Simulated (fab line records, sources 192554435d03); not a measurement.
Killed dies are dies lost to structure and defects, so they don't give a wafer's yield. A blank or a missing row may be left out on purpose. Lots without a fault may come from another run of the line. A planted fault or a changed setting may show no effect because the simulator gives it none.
fab line records | flow n5_finfet
record lots=4 wafers=12 last_day=17
route steps=1938 shown SDB@359 BEOL_M4@1111 PASSIVATION@1936
lots that met no fault: from a run of the same line without faults
start_h: hours from the record's first day to the start of the lot's first wafer shown | wait_h: hours since the lot's step before | " the same as in the row above | L1.1+2: a row that stands for several wafers | - no value, or no start given | * or withheld: withheld | < > ~ a bound
route shown NAME@n: a module of which the file shows steps, and the number in the route of the first | usual: mean/standard deviation of fault-free wafers | same: alike in all rows | chamber/n: place in a boat | sites: the reading at each site | _std_site: their standard deviation | _edge_site: outer sites' mean less inner sites' | radius_mm: how far each site lies from the wafer's centre | mask NAME#n: copy n | behind: the tool/chamber that last shaped the wafer | hold: why the lot was held/for how many hours/how that ended | device: the transistor (n, p or np) that didn't switch | end of line: the same wafers' tests at the end of the route | a step without rows: its recipe alone | killed: dies lost to structure and defects at the first sort, not the wafer's yield | map: a wafer's dies, x killed, . not, _ none there
set.NAME: the setting as run; set.NAME@STEP: as run at that earlier step | model.NAME: the simulator's own value behind a step, which no gauge read
lots at some steps of the route; a table a step, a row a wafer
services: from which hour (start_h, from the record's first day; less than 0 if before it) a tool's chamber was out of use, for how many hours, and why
## steps
# step N5_SDB_DESCUM_16
# recipe chemistry=O2 time_s=7.9 source_power_w=50 bias_power_w=20 pressure_mtorr=20 rf_frequency_hz=2.712e+07 temp_c=40 resist=CAR-ArF o2_flow_sccm=225
# step N5_SDB_ETCH_17
# recipe chemistry=CF4 target=SiARC target_depth_a=234 mask_material=CAR-ArF time_s=39 ion_energy_ev=80 pressure_mtorr=40 source_w=545 bias_w=36 Ar_flow_sccm=100 cf4_flow_sccm=100 ends=cleared
# step N5_SDB_ETCH_18
# recipe chemistry=N2/H2 target=SOC target_depth_a=1000 overetch_a=200 mask_material=SiARC temp_c=40 time_s=150 ion_energy_ev=200 pressure_mtorr=30 source_w=840 bias_w=150 n2_flow_sccm=200 h2_flow_sccm=200
# step N5_SDB_STRIP_19
# recipe chemistry=N2/H2 temp_c=40 n2_flow_sccm=200 h2_flow_sccm=200 rf_frequency_hz=6e+07
# step N5_SDB_STRIP_21
# recipe chemistry=CF4 resist=SiARC power_w=300 bias_power_w=75 pressure_mtorr=50 cf4_flow_sccm=150 rf_frequency_hz=6e+07
# step N5_SDB_HM_OPEN_20
# recipe chemistry=CH3F/O2 target=SiNx mask_material=SOC target_depth_a=240 stop_on=poly-Si over_etch_frac=0.4 ion_energy_ev=120 pressure_mtorr=30 source_w=395 bias_w=73 Ar_flow_sccm=150 CH3F_flow_sccm=30 O2_flow_sccm=20
# step N5_SDB_STRIP_22
# recipe chemistry=N2/H2 power_w=1000 temp_c=250 h2_frac=0.65 overash_fraction=0.3 pressure_mtorr=withheld n2_flow_sccm=1750 h2_flow_sccm=3250
# step N5_SDB_PRECLEAN_23
# recipe chemistry=dHF time_s=30 temp_c=25 dilution=withheld
# step N5_SDB_DUMMY_REMOVE_24
# recipe chemistry=TMAH temp_c=70 target=poly-Si stop_on=SiO2 target_depth_nm=142 conc_wt_pct=5 time_s=57 dry=ipa_marangoni rinse_time_s=30 rinse_temp_c=23
# step N5_SDB_ETCH_25
# recipe chemistry=C4F6/O2 target=SiO2 target_depth_a=100 time_s=3.3 ion_energy_ev=250 mask_material=SiNx pressure_mtorr=30 source_w=345 bias_w=185 Ar_flow_sccm=300 C4F6_flow_sccm=10 O2_flow_sccm=10
# usual C4F6_flow_sccm=10.001/0.028 O2_flow_sccm=10.00/0.032 drypump_motor_current_A=5.6/0.53 oes_f_703_au=0.81/0.095 oes_product_au=0.81/0.098 rf_vpp_V=662/13 showerhead_plenum_p_Torr=2.85/0.096 throttle_valve_pct=21.22/0.25
# columns lot.wafer tool chamber start_h wait_h C4F6_flow_sccm O2_flow_sccm drypump_motor_current_A oes_f_703_au oes_product_au rf_hours_counter_h rf_vpp_V showerhead_plenum_p_Torr throttle_valve_pct
L899.1 rie_diel-06 1 138.34 0.0 - - - - - - - - -
L899.2 " 2 " " - - - - - - - - -
L899.5 " 3 " " - - - - - - - - -
L900.3 rie_diel-02 3 145.85 0.0 - - - - - - - - -
L900.4 " 2 " " - - - - - - - - -
L900.6 " 2 " " - - - - - - - - -
L903.1 rie_diel-06 0 161.85 0.0 9.980 10.00 5.7 0.89 0.87 53 660 3.03 21.06
L903.3 " 3 " " 10.080 9.99 5.6 0.84 0.83 85 653 2.77 21.31
L903.4 " 2 " " 9.992 9.98 5.6 0.73 0.71 205 641 2.93 21.65
L910.1 rie_diel-02 2 203.31 0.3 10.071 9.98 5.8 0.87 0.87 31 683 2.91 21.12
L910.3 " 0 " " 10.004 10.02 5.5 0.89 0.87 47 649 3.04 21.24
L910.6 " 1 " " 9.993 9.95 6.3 0.78 0.76 - 646 2.76 21.09
# step N5_SDB_CUT_ETCH_26
# recipe chemistry=HBr/Cl2/O2 target=Si target_depth_a=1296 bt_time_s=20 mask_material=SiNx time_s=51.8 ion_energy_ev=* bias_w=* pressure_mtorr=10 icp_w=800 HBr_flow_sccm=150 Cl2_flow_sccm=80 O2_flow_sccm=12
# step N5_BEOL_M4_RC_MEAS_101
# usual DIBL_N=36.8/1.5 DIBL_P=37.1/2.1 IOFF_N=0.168/0.03 IOFF_P=0.22/0.034 ION_N=679/12 ION_P=466/8 SS_N=71.7/0.58 SS_P=73.5/0.67 VT_N=248.8/2.7 VT_P=-250/3.3
# columns lot.wafer tool chamber start_h wait_h DIBL_N[mV/V] DIBL_P[mV/V] IOFF_N[nA/um] IOFF_P[nA/um] ION_N[uA/um] ION_P[uA/um] SS_N[mV/dec] SS_P[mV/dec] VT_N[mV] VT_P[mV]
L903.1 prober-01 0 262.82 0.0 36.1 35.5 0.140 0.20 663 459 71.2 73.2 250.6 -250
L903.3 " 0 " " 35.8 35.5 0.140 0.21 675 469 71.7 72.7 247.9 -251
L903.4 " 0 " " 36.9 37.7 0.172 0.24 698 472 71.3 73.8 246.5 -249
L910.1 prober-01 0 314.51 0.0 36.6 37.8 0.161 0.24 677 472 71.6 73.3 247.9 -245
L910.3 " 0 " " 37.6 37.9 0.165 0.24 670 466 71.9 74.0 251.3 -247
L910.6 " 0 " " 36.5 36.5 0.147 0.22 673 466 71.4 73.2 250.9 -251
# step N5_PASSIVATION_PROBE_49
# usual defect_limited_yield=91.0/1.5 killed_at_M0_to_M3=34/11 killed_at_M4_up=14/5.3 killed_at_contacts=13/7 killed_at_front_end=41/13 killed_at_other=4/3.1 killed_dies=106/17 killed_on_rim=14/3.9 killed_open=70/12 killed_short=35/8 sort_bin_5_function=5.2/0.98 sort_bin_6_memory=3.4/0.69 sort_n_pass=1074/17 sort_yield_pct=91.0/1.5
# same gross_dies=1180 killed_at_back_side=0 sort_bin_4_leakage[%]=0 sort_bin_8_speed[%]=0
# columns lot.wafer tool chamber start_h wait_h defect_limited_yield[%] killed_at_M0_to_M3 killed_at_M4_up killed_at_contacts killed_at_front_end killed_at_other killed_dies killed_on_rim killed_open killed_short sort_bin_5_function[%] sort_bin_6_memory[%] sort_n_pass sort_yield_pct[%]
L900.3 prober-02 - 342.01 0.1 0 34 11 5 1123 7 1180 152 64 36 96.4 3.4 0 0
L900.4 prober-02 - 342.06 0.2 0 39 19 5 1097 20 1180 152 89 42 94.4 5.3 0 0
L900.6 prober-02 - 342.16 0.3 0 31 14 17 1113 5 1180 152 76 34 95.8 3.9 0 0
L899.1 prober-02 - 356.50 0.0 0 28 19 9 1123 1 1180 152 82 36 95.7 4.1 0 0
L899.2 prober-02 - 356.55 0.1 0 25 17 10 1124 4 1180 152 66 29 97.0 2.9 0 0
L899.5 prober-02 - 356.70 0.2 0 36 13 16 1114 1 1180 152 65 30 97.2 2.6 0 0
# killed by level:class
L900.3 SDB:area_etch=1080 BEOL_M2:geometric_particle:open=9 GATE_CUT:geometric_particle:short=7 DUMMY_GATE:geometric_particle:open=5 BEOL_M3:geometric_particle:open=5 BEOL_M0_SAQP:geometric_particle:open=5 BEOL_M4:geometric_particle:open=5 STI_FIN_REVEAL:geometric_particle:open=4
L900.4 SDB:area_etch=1049 BEOL_M2:geometric_particle:open=16 FIN_SAQP:geometric_particle:short=11 FIN_SAQP:geometric_particle:open=9 BEOL_M1:geometric_particle:open=7 BEOL_M4:geometric_particle:open=7 DUMMY_GATE:geometric_particle:open=6 BEOL_M0_SAQP:geometric_particle:open=6
L900.6 SDB:area_etch=1068 FIN_SAQP:geometric_particle:open=12 MOL_CONTACT_COAG:geometric_particle:open=10 FIN_SAQP:geometric_particle:short=9 STI_FIN_REVEAL:geometric_particle:open=7 DUMMY_GATE:geometric_particle:open=7 MOL_CONTACT_COAG:geometric_particle:short=7 BEOL_M1:geometric_particle:open=7
L899.1 SDB:area_etch=1062 STI_FIN_REVEAL:geometric_particle:open=27 BEOL_M0_SAQP:geometric_particle:short=9 DUMMY_GATE:geometric_particle:open=7 MOL_CONTACT_COAG:geometric_particle:open=7 FIN_SAQP:geometric_particle:short=6 BEOL_M4:geometric_particle:open=6 BEOL_M0_SAQP:geometric_particle:open=6
L899.2 SDB:area_etch=1084 STI_FIN_REVEAL:geometric_particle:open=13 MOL_CONTACT_COAG:geometric_particle:open=7 BEOL_M0_SAQP:geometric_particle:short=7 BEOL_M4:geometric_particle:open=6 DUMMY_GATE:geometric_particle:open=5 DUMMY_GATE:geometric_particle:short=5 BEOL_M3:geometric_particle:open=5
L899.5 SDB:area_etch=1085 MOL_CONTACT_COAG:geometric_particle:open=14 BEOL_M0_SAQP:geometric_particle:short=9 BEOL_M0_SAQP:geometric_particle:open=9 GATE_CUT:geometric_particle:short=8 BEOL_M2:geometric_particle:open=6 BEOL_M4:geometric_particle:open=6 BEOL_M3:geometric_particle:open=5
# map L899.1 (x killed, . not)
_________________xxxxxxxxxxxx________________
______________xxxxxxxxxxxxxxxxxx_____________
___________xxxxxxxxxxxxxxxxxxxxxxxx__________
__________xxxxxxxxxxxxxxxxxxxxxxxxxx_________
________xxxxxxxxxxxxxxxxxxxxxxxxxxxxxx_______
_______xxxxxxxxxxxxxxxxxxxxxxxxxxxxxxxx______
______xxxxxxxxxxxxxxxxxxxxxxxxxxxxxxxxxx_____
_____xxxxxxxxxxxxxxxxxxxxxxxxxxxxxxxxxxxx____
____xxxxxxxxxxxxxxxxxxxxxxxxxxxxxxxxxxxxxx___
___xxxxxxxxxxxxxxxxxxxxxxxxxxxxxxxxxxxxxxxx__
___xxxxxxxxxxxxxxxxxxxxxxxxxxxxxxxxxxxxxxxx__
__xxxxxxxxxxxxxxxxxxxxxxxxxxxxxxxxxxxxxxxxxx_
__xxxxxxxxxxxxxxxxxxxxxxxxxxxxxxxxxxxxxxxxxx_
_xxxxxxxxxxxxxxxxxxxxxxxxxxxxxxxxxxxxxxxxxxxx
_xxxxxxxxxxxxxxxxxxxxxxxxxxxxxxxxxxxxxxxxxxxx
_xxxxxxxxxxxxxxxxxxxxxxxxxxxxxxxxxxxxxxxxxxxx
_xxxxxxxxxxxxxxxxxxxxxxxxxxxxxxxxxxxxxxxxxxxx
_xxxxxxxxxxxxxxxxxxxxxxxxxxxxxxxxxxxxxxxxxxxx
_xxxxxxxxxxxxxxxxxxxxxxxxxxxxxxxxxxxxxxxxxxxx
_xxxxxxxxxxxxxxxxxxxxxxxxxxxxxxxxxxxxxxxxxxxx
_xxxxxxxxxxxxxxxxxxxxxxxxxxxxxxxxxxxxxxxxxxxx
__xxxxxxxxxxxxxxxxxxxxxxxxxxxxxxxxxxxxxxxxxx_
__xxxxxxxxxxxxxxxxxxxxxxxxxxxxxxxxxxxxxxxxxx_
___xxxxxxxxxxxxxxxxxxxxxxxxxxxxxxxxxxxxxxxx__
___xxxxxxxxxxxxxxxxxxxxxxxxxxxxxxxxxxxxxxxx__
____xxxxxxxxxxxxxxxxxxxxxxxxxxxxxxxxxxxxxx___
_____xxxxxxxxxxxxxxxxxxxxxxxxxxxxxxxxxxxx____
______xxxxxxxxxxxxxxxxxxxxxxxxxxxxxxxxxx_____
_______xxxxxxxxxxxxxxxxxxxxxxxxxxxxxxxx______
________xxxxxxxxxxxxxxxxxxxxxxxxxxxxxx_______
__________xxxxxxxxxxxxxxxxxxxxxxxxxx_________
___________xxxxxxxxxxxxxxxxxxxxxxxx__________
______________xxxxxxxxxxxxxxxxxx_____________
_________________xxxxxxxxxxxx________________
# map L900.3 (x killed, . not)
_________________xxxxxxxxxxxx________________
______________xxxxxxxxxxxxxxxxxx_____________
___________xxxxxxxxxxxxxxxxxxxxxxxx__________
__________xxxxxxxxxxxxxxxxxxxxxxxxxx_________
________xxxxxxxxxxxxxxxxxxxxxxxxxxxxxx_______
_______xxxxxxxxxxxxxxxxxxxxxxxxxxxxxxxx______
______xxxxxxxxxxxxxxxxxxxxxxxxxxxxxxxxxx_____
_____xxxxxxxxxxxxxxxxxxxxxxxxxxxxxxxxxxxx____
____xxxxxxxxxxxxxxxxxxxxxxxxxxxxxxxxxxxxxx___
___xxxxxxxxxxxxxxxxxxxxxxxxxxxxxxxxxxxxxxxx__
___xxxxxxxxxxxxxxxxxxxxxxxxxxxxxxxxxxxxxxxx__
__xxxxxxxxxxxxxxxxxxxxxxxxxxxxxxxxxxxxxxxxxx_
__xxxxxxxxxxxxxxxxxxxxxxxxxxxxxxxxxxxxxxxxxx_
_xxxxxxxxxxxxxxxxxxxxxxxxxxxxxxxxxxxxxxxxxxxx
_xxxxxxxxxxxxxxxxxxxxxxxxxxxxxxxxxxxxxxxxxxxx
_xxxxxxxxxxxxxxxxxxxxxxxxxxxxxxxxxxxxxxxxxxxx
_xxxxxxxxxxxxxxxxxxxxxxxxxxxxxxxxxxxxxxxxxxxx
_xxxxxxxxxxxxxxxxxxxxxxxxxxxxxxxxxxxxxxxxxxxx
_xxxxxxxxxxxxxxxxxxxxxxxxxxxxxxxxxxxxxxxxxxxx
_xxxxxxxxxxxxxxxxxxxxxxxxxxxxxxxxxxxxxxxxxxxx
_xxxxxxxxxxxxxxxxxxxxxxxxxxxxxxxxxxxxxxxxxxxx
__xxxxxxxxxxxxxxxxxxxxxxxxxxxxxxxxxxxxxxxxxx_
__xxxxxxxxxxxxxxxxxxxxxxxxxxxxxxxxxxxxxxxxxx_
___xxxxxxxxxxxxxxxxxxxxxxxxxxxxxxxxxxxxxxxx__
___xxxxxxxxxxxxxxxxxxxxxxxxxxxxxxxxxxxxxxxx__
____xxxxxxxxxxxxxxxxxxxxxxxxxxxxxxxxxxxxxx___
_____xxxxxxxxxxxxxxxxxxxxxxxxxxxxxxxxxxxx____
______xxxxxxxxxxxxxxxxxxxxxxxxxxxxxxxxxx_____
_______xxxxxxxxxxxxxxxxxxxxxxxxxxxxxxxx______
________xxxxxxxxxxxxxxxxxxxxxxxxxxxxxx_______
__________xxxxxxxxxxxxxxxxxxxxxxxxxx_________
___________xxxxxxxxxxxxxxxxxxxxxxxx__________
______________xxxxxxxxxxxxxxxxxx_____________
_________________xxxxxxxxxxxx________________
## services
# columns tool chamber start_h hours kind
rie_diel-02 3 148.32 - clean
rie_diel-02 3 148.32 - consumable_replace:focus_ring
rie_diel-02 3 148.32 21.2 scheduled_down
rie_diel-02 3 148.32 21.2 vent_cycle
rie_diel-02 1 158.46 5.5 repair
## key
first_sign step=N5_SDB_ETCH_25 reading=tool_record direction=missing
effect step=N5_PASSIVATION_PROBE_49 reading=sort_bin_5_function direction=up sigmas=93 usual=5.2 struck=96.1
more_kills_born_at N5_SDB_ETCH_25@rie_diel-06=3230 N5_SDB_ETCH_25@rie_diel-02=3197
met_at N5_SDB_ETCH_25
struck_wafers L899.1,L899.2,L899.5,L900.3,L900.4,L900.6
later_rows_left_out L899.1,L899.2,L899.5,L900.3,L900.4,L900.6
fault kind=skipped_step_whole tool=rie_diel-02,rie_diel-06 chamber=- onset_h=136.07 steps=N5_SDB_ETCH_25 scope=struck_lots_only
# later_rows_left_out: the simulator's readings of these wafers behind a module that went badly wrong aren't trusted and aren't shown, but for the sort
